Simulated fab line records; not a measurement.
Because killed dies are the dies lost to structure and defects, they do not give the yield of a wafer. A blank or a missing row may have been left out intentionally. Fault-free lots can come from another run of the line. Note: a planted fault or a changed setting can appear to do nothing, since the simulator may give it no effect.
Which tool is to blame?    flow nand_harc    14 lots with 42 wafers sampled at 5 steps, on a route of 1302 steps

== WHAT THE GAUGES SHOWED, per wafer ==
NHARC_A_ONON_D1_THK_MEAS_02: measures by ellipsometry.
lot   measured      on             thk_nm (nm)
L834  day 7 16:22   film_metro-02  1006 1007 1007
L835  day 8 06:52   film_metro-01  1002 1002 1000
L836  day 8 10:23   film_metro-01  989 989 990
L838  day 9 02:35   film_metro-02  1006 1004 1005
L839  day 9 17:34   film_metro-02  1014 1014 1013
L845  day 12 06:26  film_metro-02  1002 1001 1002
L846  day 12 14:23  film_metro-01  1004 1002 1002
L849  day 13 19:23  film_metro-01  985 983 984
L850  day 14 15:02  film_metro-02  984 982 984
L852  day 15 14:35  film_metro-01  1012 1010 1011
L853  day 15 20:28  film_metro-02  1005 1005 1006
L854  day 16 01:10  film_metro-01  984 984 985
L856  day 16 21:50  film_metro-01  997 998 998
L857  day 17 07:13  film_metro-02  1018 1017 1019

NHARC_A_ONON_D1_THK_MEAS_21: measures by ellipsometry.
lot   measured      on             thk_nm (nm)
L834  day 8 02:50   film_metro-01  993 993 992
L835  day 8 17:55   film_metro-01  996 997 996
L836  day 8 18:03   film_metro-02  1008 1008 1009
L838  day 9 13:16   film_metro-02  1006 1007 1007
L839  day 10 04:13  film_metro-02  1007 1008 1006
L845  day 12 19:19  film_metro-01  984 984 983
L846  day 13 01:37  film_metro-02  632 1006 1008
L849  day 14 06:04  film_metro-02  994 620 994
L850  day 15 04:59  film_metro-01  993 992 994
L852  day 16 01:11  film_metro-02  999 997 997
L853  day 16 07:04  film_metro-01  1005 1004 1003
L854  day 16 11:50  film_metro-02  991 994 993
L856  day 17 08:19  film_metro-02  996 999 997
L857  day 17 17:52  film_metro-01  993 992 993

NHARC_END_SORT_01.
lot   measured      on         killed_at_array  killed_at_other  killed_at_periphery  killed_dies  killed_open  killed_short
L845  day 29 02:29  prober-02  72 79 66         3 2 4            1 5 5                76 86 75     0 5 3        0 1 2
L846  day 29 12:43  prober-01  669 52 65        0 3 1            8 6 2                677 61 68    4 4 2        1 1 3
L849  day 30 19:30  prober-02  48 667 55        1 3 4            4 7 4                53 677 63    3 3 2        6 2 2

== EACH LOT AND THE TOOL THAT RAN IT (in order: tool; ch and the chambers of the sampled wafers; start) ==
lot   NHARC_A_ONON_D1_DEP_19            NHARC_A_CHANNEL_HOLE_D1_DEP_01
L834  pecvd_onon-02 ch 0, day 8 02:30   pecvd-04 ch 0,1,2, day 8 07:32
L835  pecvd_onon-03 ch 0, day 8 17:23   pecvd-04 ch 0,2, day 9 03:01
L836  pecvd_onon-04 ch 0, day 8 17:36   pecvd-02 ch 1,2, day 9 04:58
L838  pecvd_onon-03 ch 0, day 9 12:49   pecvd-02 ch 0,1,2, day 9 17:31
L839  pecvd_onon-02 ch 0, day 10 03:46  pecvd-04 ch 0,1,2, day 10 08:40
L845  pecvd_onon-03 ch 0, day 12 18:52  pecvd-04 ch 0,1,2, day 13 00:33
L846  pecvd_onon-02 ch 0, day 13 01:07  pecvd-02 ch 0,1, day 13 05:58
L849  pecvd_onon-02 ch 0, day 14 05:35  pecvd-03 ch 1, day 14 12:31
L850  pecvd_onon-04 ch 0, day 15 04:28  pecvd-04 ch 0,2, day 15 09:11
L852  pecvd_onon-04 ch 0, day 16 00:51  pecvd-04 ch 0,1,2, day 16 05:31
L853  pecvd_onon-03 ch 0, day 16 06:36  pecvd-02 ch 0,2, day 16 11:42
L854  pecvd_onon-04 ch 0, day 16 11:19  pecvd-03 ch 0,1,2, day 16 19:07
L856  pecvd_onon-03 ch 0, day 17 07:48  pecvd-03 ch 0,1,2, day 17 14:05
L857  pecvd_onon-02 ch 0, day 17 17:25  pecvd-03 ch 0,1,2, day 18 00:53
- NHARC_A_ONON_D1_DEP_19: target thk 1000 nm.
- NHARC_A_CHANNEL_HOLE_D1_DEP_01: deposits SiON, target thk 140 nm.

== WHAT THE TOOLS THEMSELVES READ (means of the sampled wafers that have a number; where no wafer has one, the mark that the record gives instead) ==
NHARC_A_ONON_D1_DEP_19.
lot   tool           sih4_flow_sccm (sccm)
L834  pecvd_onon-02  210.0
L835  pecvd_onon-03  209.7
L836  pecvd_onon-04  209.3
L838  pecvd_onon-03  209.4
L839  pecvd_onon-02  209.6
L845  pecvd_onon-03  209.7
L846  pecvd_onon-02  210.9
L849  pecvd_onon-02  210.3
L850  pecvd_onon-04  210.1
L852  pecvd_onon-04  210.9
L853  pecvd_onon-03  210.0
L854  pecvd_onon-04  209.3
L856  pecvd_onon-03  210.4
L857  pecvd_onon-02  210.2

NHARC_A_CHANNEL_HOLE_D1_DEP_01.
lot   tool      heater_power_w (W)
L834  pecvd-04  675
L835  pecvd-04  645
L836  pecvd-02  731
L838  pecvd-02  720
L839  pecvd-04  612
L845  pecvd-04  635
L846  pecvd-02  724
L849  pecvd-03  702
L850  pecvd-04  647
L852  pecvd-04  624
L853  pecvd-02  876
L854  pecvd-03  657
L856  pecvd-03  660
L857  pecvd-03  701

== THE ANSWER, worked out from the rows above alone ==
Rule: usual is defined by the lots themselves. The widest of any qualifying gaps counts: lots, ordered by their means at a reading, are off when they make up no more than a third of the lots, leave a main group of 4 or more, and stand apart from it by 3 or more times the standard deviation of that group's means. A main group whose means are all the same, to the digits that the tables above print for the reading, isn't used. Also off: a lot with no number at a reading for which 4 or more lots have one. The other lots that the step has rows for count as sound. The gauges are gone through in route order, then the tools' own readings, and for those a lot's mean is taken as printed above. The first step at which some lot is off is used, and at that step the reading that is off furthest; a lot without a number counts as furthest.
Off: L846, L849 (NHARC_A_ONON_D1_THK_MEAS_21, thk_nm). For the main group the mean is 998 nm and the standard deviation 7.2.
A tool fits if, at a process step before that reading, it ran every lot that is off, and no sound lot after the first of them. The gauges at NHARC_A_ONON_D1_THK_MEAS_21 are tried like those tools. Of those tried, none fits.

== WHAT THE SIMULATOR PUT IN ==
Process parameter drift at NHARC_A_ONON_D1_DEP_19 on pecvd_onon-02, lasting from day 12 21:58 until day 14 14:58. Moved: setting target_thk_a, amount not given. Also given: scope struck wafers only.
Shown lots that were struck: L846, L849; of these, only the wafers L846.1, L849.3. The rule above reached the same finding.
